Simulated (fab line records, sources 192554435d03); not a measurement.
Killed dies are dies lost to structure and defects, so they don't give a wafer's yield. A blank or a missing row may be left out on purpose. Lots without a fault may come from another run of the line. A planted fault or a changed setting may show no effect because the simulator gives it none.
Split-lot experiment | flow n5_finfet | 7 lots, 39 wafers read, on a route of 1938 steps

THE SPLIT
At N5_BEOL_M10_PECVD_70 (deposits SiO2 from TEOS/O2, target thk 20 nm, time 22.7 s), the setting time_s was moved away from the recipe's 22.7 s on 15 of the 39 wafers read, by -38.7% to +42.5%. The other wafers ran this setting at the recipe's value.

FROM THE SPLIT TO THE READING: what the file shows between them, 4 steps
- N5_BEOL_M10_HM_DEP_02: deposits TiN, target thk 20 nm
- N5_BEOL_M10_COAT_59: time 60 s, resist thk 100 nm
- N5_BEOL_M10_ECD_50: material Cu, target thk 318 nm
- N5_BEOL_M10_ANNEAL_51: time 90 s

THE READING
barrier_field_endpoint_s, in s, at N5_BEOL_M10_CMP_52 (polishes, stops on SiCOH lowk, t overpolish 7 s, target thk 140 nm). Fault-free wafers of this fab line usually give 29.1 s, standard deviation 0.84 s.

wafer  | tool, chamber at the split | time_s as run, s | against the recipe | barrier_field_endpoint_s, s | against lot-mates on the recipe
L075.3 | pecvd-02, 0                | 22.7             | recipe             | 27.4                        | -
L075.4 | pecvd-02, 1                | 22.7             | recipe             | 28.5                        | -
L075.6 | pecvd-02, 0                | 22.7             | recipe             | 28.7                        | -
L078.1 | pecvd-02, 0                | 22.7             | recipe             | 28.8                        | -
L078.2 | pecvd-02, 2,0              | 22.7             | recipe             | 29.2                        | -
L078.3 | pecvd-02, 1                | 22.7             | recipe             | 28.7                        | -
L078.4 | pecvd-02, 1                | 22.7             | recipe             | 28.1                        | -
L078.5 | pecvd-02, 2                | 22.7             | recipe             | 29.0                        | -
L078.6 | pecvd-02, 2,0              | 22.7             | recipe             | 29.3                        | -
L081.3 | pecvd-04, 1                | 22.7             | recipe             | 28.9                        | -
L081.2 | pecvd-04, 2                | 16.66            | -26.6%             | 22.9                        | -6.5
L081.4 | pecvd-04, 2                | 16.66            | -26.6%             | 23.0                        | -6.4
L081.1 | pecvd-04, 0                | 22.7             | recipe             | 30.0                        | -
L081.5 | pecvd-04, 1                | 22.7             | recipe             | 29.2                        | -
L081.6 | pecvd-04, 0                | 16.66            | -26.6%             | 23.3                        | -6.1
L082.1 | pecvd-04, 2                | 22.7             | recipe             | 28.1                        | -
L082.4 | pecvd-04, 2                | 22.7             | recipe             | 29.5                        | -
L082.2 | pecvd-04, 1                | 15.23            | -32.9%             | 21.4                        | -7.2
L082.3 | pecvd-04, 0                | 22.7             | recipe             | 28.1                        | -
L082.5 | pecvd-04, 0                | 15.23            | -32.9%             | 20.8                        | -7.8
L082.6 | pecvd-04, 1                | 15.23            | -32.9%             | 20.7                        | -7.9
L089.4 | pecvd-02, 2                | 13.91            | -38.7%             | 19.7                        | -9.0
L089.2 | pecvd-02, 2,0              | 13.91            | -38.7%             | 19.4                        | -9.3
L089.3 | pecvd-02, 2,0              | 13.91            | -38.7%             | 19.6                        | -9.1
L089.1 | pecvd-02, 1                | 22.7             | recipe             | 29.1                        | -
L089.6 | pecvd-02, 0                | 22.7             | recipe             | 28.8                        | -
L089.5 | pecvd-02, 1                | 22.7             | recipe             | 28.3                        | -
L092.1 | pecvd-02, 0                | 22.7             | recipe             | 28.6                        | -
L092.3 | pecvd-02, 1                | 22.7             | recipe             | 29.5                        | -
L092.4 | pecvd-02, 2                | 32.35            | +42.5%             | 40.2                        | +10.7
L092.2 | pecvd-02, 2                | 32.35            | +42.5%             | 38.7                        | +9.2
L092.5 | pecvd-02, 0                | 32.35            | +42.5%             | 39.2                        | +9.7
L092.6 | pecvd-02, 1                | 22.7             | recipe             | 30.3                        | -
L094.3 | pecvd-02, 2,1              | 15.34            | -32.4%             | 21.7                        | -7.9
L094.1 | pecvd-02, 0                | 15.34            | -32.4%             | 21.0                        | -8.6
L094.2 | pecvd-02, 1                | 22.7             | recipe             | 29.6                        | -
L094.4 | pecvd-02, 2,1              | 15.34            | -32.4%             | 22.1                        | -7.5
L094.6 | pecvd-02, 0                | 22.7             | recipe             | 29.2                        | -
L094.5 | pecvd-02, 2                | 22.7             | recipe             | 30.0                        | -
Where a row lists several chambers, the file gives one row for several wafers and doesn't say which wafer went through which chamber.

THE FIT
A straight line over all 39 wafers: barrier_field_endpoint_s changes by +0.239 s for each +1% of time_s; r = +0.99; the points scatter about the line by 0.62 s.
The same after taking each lot's own level away (the mean of its wafers on the recipe; 39 wafers): +0.236 s for each +1%; r = +1.00; scatter 0.48 s.
On that fit, the largest move of time_s shifts the reading by 10 s.
The lots' own levels span 28.20 to 29.60 s, that is 1.7 times the standard deviation above.
So the lot-to-lot level changes the slope little: the two slopes agree.
Check: with one of the wafers moved furthest among these (+42.5%) left out of the fit, the line predicts +9.85 s for it against its lot-mates. It came out at +10.7 s against them.

OTHER SPLITS ON THESE WAFERS
These wafers also went through other splits before the reading. Each is held against what the fit with the lots' levels taken away leaves over:
other split on the same wafers           | wafers away from the commonest value | r with barrier_field_endpoint_s (lot level and that fit taken away)
N5_BEOL_M6_TRENCH_ETCH_37 target_depth_a | 18                                   | +0.26
N5_BEOL_M8_ILD_DEP_00 time_s             | 18                                   | -0.15

THE WHOLE CHAIN: every reading that the file lists as answering this split, in the file's order
step                 | what it does                                                       | reading                                                                           | change (the file's fit)               | r (the file's)
N5_BEOL_M10_PECVD_70 | deposits SiO2 from TEOS/O2, target thk 20 nm, time 22.7 s          | SiO2_of_BEOL_M10_PECVD_70.thk_nm (the simulator's own value, which no gauge read) | +0.196 nm for each +1% of the setting | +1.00
N5_BEOL_M10_CMP_52   | polishes, stops on SiCOH lowk, t overpolish 7 s, target thk 140 nm | barrier_field_endpoint_s                                                          | +0.237 s for each +1% of the setting  | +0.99

THE FILE'S OWN FIT
barrier_field_endpoint_s changes by +0.237 s for each +1% of time_s, r = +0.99.
